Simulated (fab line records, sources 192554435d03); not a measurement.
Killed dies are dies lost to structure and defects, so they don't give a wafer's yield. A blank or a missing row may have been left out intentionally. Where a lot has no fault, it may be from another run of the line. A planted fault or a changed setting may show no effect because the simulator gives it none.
fab line records | flow n5-finfet | part 2 of 2: steps 24 to 31 of 31
record lots=5 | wafers=15 | last-day=16
route steps=1938 shown BEOL_M0@720 BEOL_M1@751
lots untouched by any fault: they come from a run of this same line in which no faults occurred
start-h: start of the lot's first displayed wafer, in hours after the record's first day | wait-h: hours elapsed since this lot's preceding step | " same as the row above | L1.1+2: a single row standing in for several wafers | - no value, or no start given | * or withheld: withheld | < > ~ a bound
route shown NAME@n: names a module that has steps shown in the file, with the first one's number in the route | usual: mean/standard deviation of fault-free wafers | same: alike in all rows | chamber/n: place in a boat | sites: readings site by site | _std_site: their standard deviation | _edge_site: mean of outer sites minus mean of inner sites | radius-mm: for every site, how far away it sits from the centre of the wafer | mask NAME#n: copy n | behind: the most recent tool/chamber to have shaped the wafer | hold: why the lot went on hold/how many hours it stayed there/how the hold came to an end | device: which transistor (n, p or np) failed to switch | end of line: the tests these same wafers got at the end of their route | a step given without rows: its recipe and nothing more | killed: the dies lost at the first sort to structure and to defects; this is not the yield of the wafer | map: a wafer's dies, x killed, . not, _ none there
set.NAME: the setting as run; set.NAME@STEP: as run at that earlier step | model.NAME: the simulator's own value behind a step, which no gauge read
a table for each step, a row for each wafer; lots at some steps of the route
services: a tool's chamber out of use, with start hour (start-h, from the record's first day; less than 0 if before it), hours out, and reason
## steps
# step N5_BEOL_M0_CMP_120
# recipe stop-on=SiOC | t-overpolish-s=6.9 | down-force-psi=1 | platen-rpm=50 | clearing-platen-down-force-psi=1.5 | clearing-platen-rpm=50 | post-cmp-clean=cu-alkaline | clearing-platen-pad-velocity-m-s=0.99484 | pad-velocity-m-s=0.99484
# usual barrier-field-endpoint-s=3.62/0.15 | clearing-platen-down-force-psi=1.5001/0.0028 | motor-current-A=6.2/0.56 | overpolish-run-s=6.900/0.0088 | time-to-endpoint-s=62/4.4
lot.wafer | tool   | chamber | start-h | wait-h | barrier-field-endpoint-s | clearing-platen-down-force-psi | motor-current-A | overpolish-run-s | time-to-endpoint-s
L079.3    | cmp-04 | 1       | 149.19  | 0.2    | 3.82                     | 1.5035                         | 5.8             | 6.891            | 69
L079.2    | "      | 2       | "       | "      | 3.70                     | 1.5012                         | 6.1             | 6.904            | 65
L079.5    | "      | 1       | "       | "      | 3.67                     | 1.5045                         | 6.1             | 6.893            | 63
L080.4    | cmp-01 | 2       | 156.06  | 0.2    | 3.70                     | 1.4996                         | 5.6             | 6.894            | 60
L080.5    | "      | 3       | "       | "      | 3.77                     | 1.4960                         | 6.8             | 6.899            | 66
L080.6    | "      | 0       | "       | "      | 3.97                     | 1.4996                         | 7.1             | 6.908            | 70
L090.1    | cmp-03 | 0       | 215.86  | 0.3    | 3.63                     | 1.5031                         | 5.9             | 6.895            | 60
L090.4    | "      | 2       | "       | "      | 3.63                     | 1.5044                         | 7.0             | 6.919            | 62
L090.6    | "      | 0       | "       | "      | 3.62                     | 1.5029                         | 6.2             | 6.889            | 61
L091.1    | cmp-01 | 1       | 217.66  | 0.3    | 3.56                     | 1.5023                         | 5.7             | 6.900            | 56
L091.2    | "      | 2       | "       | "      | 3.25                     | 1.5038                         | 5.1             | 6.906            | 58
L091.5    | "      | 1       | "       | "      | 3.44                     | 1.4969                         | 5.3             | 6.922            | 58
L092.3    | cmp-04 | 1       | 237.21  | 0.2    | 3.50                     | 1.5035                         | 5.8             | 6.896            | 59
L092.1    | "      | 3       | "       | "      | 3.33                     | 1.5001                         | 6.0             | 6.911            | 49
L092.5    | "      | 0       | "       | "      | 3.60                     | 1.5004                         | 6.2             | 6.894            | 58
# step N5_BEOL_M0_PRE_CLEAN_131
# recipe gas=NH3/H2 | time-s=15 | temp-c=* | rf-power-w=300
# usual heater-power-w=90/16
lot.wafer | tool      | chamber | start-h | wait-h | heater-power-w | since-wet-clean-h
L079.2    | cvd-co-01 | 1       | 149.48  | 0.0    | 75             | 1128
L079.3    | "         | 0       | "       | "      | 68             | 691
L079.5    | "         | 1       | "       | "      | 76             | -
L080.4    | cvd-co-02 | 1       | 156.29  | 0.1    | 92             | -
L080.5    | "         | 2       | "       | "      | 103            | -
L080.6    | "         | 0       | "       | "      | 100            | -
L090.1    | cvd-co-01 | 1       | 216.16  | 0.0    | 75             | 1195
L090.4    | "         | 1       | "       | "      | 72             | -
L090.6    | "         | 2       | "       | "      | 112            | -
L091.1    | cvd-co-02 | 2       | 217.99  | 0.0    | 105            | 519
L091.2    | "         | 1       | "       | "      | 90             | 81
L091.5    | "         | 2       | "       | "      | 106            | -
L092.1    | cvd-co-01 | 2       | 237.50  | 0.0    | 114            | 320
L092.3    | "         | 0       | "       | "      | 69             | 779
L092.5    | "         | 2       | "       | "      | 109            | -
# step N5_BEOL_M0_CO_CAP_123
# recipe material=Co | target-thk-a=20 | temp-c=200 | precursor=CCTBA/H2 | pressure-torr=30 | time-s=102.1
# usual heater-power-w=242/20
lot.wafer | tool      | chamber | start-h | wait-h | heater-power-w | since-wet-clean-h
L079.2    | cvd-co-01 | 1       | 149.52  | 0.0    | 222            | 1128
L079.3    | "         | 0       | "       | "      | 211            | 691
L079.5    | "         | 1       | "       | "      | 222            | -
L080.4    | cvd-co-02 | 1       | 156.35  | 0.0    | 246            | -
L080.5    | "         | 2       | "       | "      | 258            | -
L080.6    | "         | 0       | "       | "      | 266            | -
L090.1    | cvd-co-01 | 1       | 216.20  | 0.0    | 223            | 1195
L090.4    | "         | 1       | "       | "      | 224            | -
L090.6    | "         | 2       | "       | "      | 270            | -
L091.1    | cvd-co-02 | 2       | 218.03  | 0.0    | 260            | 519
L091.2    | "         | 1       | "       | "      | 241            | 81
L091.5    | "         | 2       | "       | "      | 253            | -
L092.1    | cvd-co-01 | 2       | 237.54  | 0.0    | 276            | 320
L092.3    | "         | 0       | "       | "      | 216            | 779
L092.5    | "         | 2       | "       | "      | 266            | -
# step N5_BEOL_M0_PRE_CLEAN_124
# recipe gas=NH3 | time-s=15 | temp-c=withheld | rf-power-w=300
lot.wafer | tool     | chamber | start-h | wait-h | since-wet-clean-h
L079.2    | pecvd-02 | 0       | 149.61  | 0.1    | 282
L079.3    | "        | 1       | "       | "      | 1578
L079.5    | "        | 2       | "       | "      | -
L080.4    | pecvd-03 | 0       | 156.44  | 0.1    | -
L080.5    | "        | 2       | "       | "      | -
L080.6    | "        | 1       | "       | "      | -
L090.1    | pecvd-04 | 2       | 216.29  | 0.1    | 529
L090.4    | "        | 1       | "       | "      | -
L090.6    | "        | 2       | "       | "      | -
L091.1    | pecvd-04 | 1       | 218.13  | 0.1    | 2010
L091.2    | "        | 0       | "       | "      | 1285
L091.5    | "        | 2       | "       | "      | -
L092.1    | pecvd-04 | 0       | 237.64  | 0.1    | 1304
L092.3    | "        | 1       | "       | "      | 2029
L092.5    | "        | 2       | "       | "      | -
# step N5_BEOL_M0_DEP_125
# recipe material=SiCN | target-thk-a=80 | temp-c=withheld | precursor=3MS/NH3 | pressure-torr=3 | rf-w=202 | time-s=14
# usual showerhead-plenum-p-Torr=3.670/0.01 | throttle-valve-pct=9.0/0.54
lot.wafer | tool     | chamber | start-h | wait-h | showerhead-plenum-p-Torr | since-wet-clean-h | throttle-valve-pct
L079.2    | pecvd-02 | 0       | 149.64  | 0.0    | 3.659                    | 282               | 8.7
L079.3    | "        | 1       | "       | "      | 3.667                    | 1579              | 8.6
L079.5    | "        | 2       | "       | "      | 3.660                    | -                 | 7.8
L080.4    | pecvd-03 | 0       | 156.47  | 0.0    | 3.680                    | -                 | 8.9
L080.5    | "        | 2       | "       | "      | 3.671                    | -                 | 8.6
L080.6    | "        | 1       | "       | "      | 3.660                    | -                 | 9.0
L090.1    | pecvd-04 | 2       | 216.31  | 0.0    | 3.673                    | 529               | 9.1
L090.4    | "        | 1       | "       | "      | 3.654                    | -                 | 9.5
L090.6    | "        | 2       | "       | "      | 3.668                    | -                 | 9.2
L091.1    | pecvd-04 | 1       | 218.15  | 0.0    | 3.648                    | 2010              | 9.4
L091.2    | "        | 0       | "       | "      | 3.678                    | 1285              | 10.1
L091.5    | "        | 2       | "       | "      | 3.669                    | -                 | 8.9
L092.1    | pecvd-04 | 0       | 237.66  | 0.0    | 3.683                    | 1304              | 10.0
L092.3    | "        | 1       | "       | "      | 3.655                    | 2029              | 9.4
L092.5    | "        | 2       | "       | "      | 3.677                    | -                 | 8.8
# step N5_BEOL_M0_RS_MEAS_126
# recipe thk-meas-gauge=four-point-probe | reads=Co_of_BEOL_M0_CO_CAP_123+Cu_of_BEOL_M0_ECD_118+Co_of_BEOL_M0_CVD_115+TaN_of_BEOL_M0_ALD_136
# usual M0_RS=0.533/0.022
lot.wafer | tool          | chamber | start-h | wait-h | M0_RS[ohm/sq]
L079.2    | film-metro-02 | -       | 149.70  | 0.1    | 0.542
L079.3    | "             | -       | "       | "      | 0.537
L079.5    | "             | -       | "       | "      | 0.527
L080.4    | film-metro-01 | -       | 156.52  | 0.0    | 0.557
L080.5    | "             | -       | "       | "      | 0.518
L080.6    | "             | -       | "       | "      | 0.521
L090.1    | film-metro-02 | -       | 216.38  | 0.0    | 0.537
L090.4    | "             | -       | "       | "      | 0.524
L090.6    | "             | -       | "       | "      | 0.528
L091.1    | film-metro-01 | -       | 218.22  | 0.0    | 0.579
L091.2    | "             | -       | "       | "      | 0.560
L091.5    | "             | -       | "       | "      | 0.570
L092.1    | film-metro-02 | -       | 237.73  | 0.0    | 0.592
L092.3    | "             | -       | "       | "      | 0.537
L092.5    | "             | -       | "       | "      | 0.513
# step N5_BEOL_M0_INSPECT_127
# recipe inspect-instrument=darkfield | mode=post-dep
# usual raw-defect-count=68/23
lot.wafer | tool              | chamber | start-h | wait-h | raw-defect-count
L079.2    | defect-inspect-01 | -       | 149.73  | 0.0    | 34
L079.3    | "                 | -       | "       | "      | 54
L079.5    | "                 | -       | "       | "      | 62
L080.4    | defect-inspect-01 | -       | 156.54  | 0.0    | 102
L080.5    | "                 | -       | "       | "      | 54
L080.6    | "                 | -       | "       | "      | 38
L090.1    | defect-inspect-02 | -       | 216.40  | 0.0    | 69
L090.4    | "                 | -       | "       | "      | 83
L090.6    | "                 | -       | "       | "      | 73
L091.1    | defect-inspect-02 | -       | 218.24  | 0.0    | 84
L091.2    | "                 | -       | "       | "      | 49
L091.5    | "                 | -       | "       | "      | 136
L092.1    | defect-inspect-02 | -       | 237.75  | 0.0    | 95
L092.3    | "                 | -       | "       | "      | 101
L092.5    | "                 | -       | "       | "      | 77
# step N5_BEOL_M1_ILD_DEP_00
# recipe material=SiOC | target-thk-a=790 | temp-c=350 | precursor=DEMS/O2 | pressure-torr=5 | rf-w=500 | time-s=15.3
# usual heater-power-w=510/88 | showerhead-plenum-p-Torr=5.701/0.012 | throttle-valve-pct=11.5/0.45
lot.wafer | tool     | chamber | start-h | wait-h | heater-power-w | showerhead-plenum-p-Torr | since-wet-clean-h | throttle-valve-pct
L079.2    | pecvd-01 | 0       | 149.77  | 0.0    | 723            | 5.688                    | 1035              | 11.6
L079.3    | "        | 2       | "       | "      | 424            | 5.707                    | 281               | 11.3
L079.5    | "        | 0       | "       | "      | 719            | 5.696                    | -                 | 11.3
L080.4    | pecvd-01 | 2       | 156.60  | 0.1    | 481            | 5.688                    | -                 | 11.1
L080.5    | "        | 1       | "       | "      | 580            | 5.703                    | -                 | 12.3
L080.6    | "        | 0       | "       | "      | 606            | 5.689                    | -                 | 11.7
L090.1    | pecvd-01 | 0       | 216.44  | 0.0    | 718            | 5.695                    | 1102              | 11.3
L090.4    | "        | 0       | "       | "      | 738            | 5.694                    | -                 | 11.6
L090.6    | "        | 1       | "       | "      | 555            | 5.687                    | -                 | 12.3
L091.1    | pecvd-02 | 0       | 218.28  | 0.0    | 587            | 5.699                    | 350               | 11.7
L091.2    | "        | 1       | "       | "      | 345            | 5.704                    | 1647              | 11.3
L091.5    | "        | 1       | "       | "      | 357            | 5.689                    | -                 | 11.3
L092.1    | pecvd-02 | 1       | 237.79  | 0.0    | 295            | 5.707                    | 1667              | 11.3
L092.3    | "        | 0       | "       | "      | 550            | 5.703                    | 370               | 11.5
L092.5    | "        | 0       | "       | "      | 550            | 5.696                    | -                 | 11.7
## services
tool         | chamber | start-h | hours | kind
pecvd-01     | -       | 127.62  | 5.5   | pm
rie-diel-05  | 0       | 132.26  | -     | clean
cvd-co-02    | -       | 136.14  | 0.6   | repair
rie-diel-05  | -       | 138.50  | 4.3   | pm
cvd-co-01    | -       | 142.51  | 6.0   | pm
ald-metal-03 | 0       | 142.71  | 27.8  | repair
rie-diel-04  | 3       | 143.18  | 13.8  | repair
cmp-01       | -       | 146.36  | 3.7   | repair
ald-metal-02 | 0       | 147.49  | 20.1  | repair
ald-metal-03 | -       | 152.78  | 0.6   | repair
pecvd-03     | -       | 161.84  | 1.6   | repair
rie-diel-05  | -       | 164.14  | 0.3   | repair
rie-diel-05  | -       | 171.64  | 2.2   | repair
rie-diel-02  | 3       | 173.21  | 5.4   | repair
rie-diel-04  | 1       | 175.48  | 62.1  | repair
cmp-01       | -       | 183.00  | 2.6   | repair
cmp-04       | -       | 189.72  | 1.3   | repair
cmp-03       | -       | 192.55  | 7.1   | pm
rie-diel-05  | 3       | 201.47  | 13.7  | repair
cmp-04       | -       | 206.44  | 1.8   | repair
cmp-03       | -       | 209.25  | 4.0   | pm
rie-diel-05  | 2       | 219.41  | 2.6   | repair
cvd-co-01    | -       | 225.40  | 8.7   | repair
cmp-03       | -       | 230.23  | 0.5   | repair
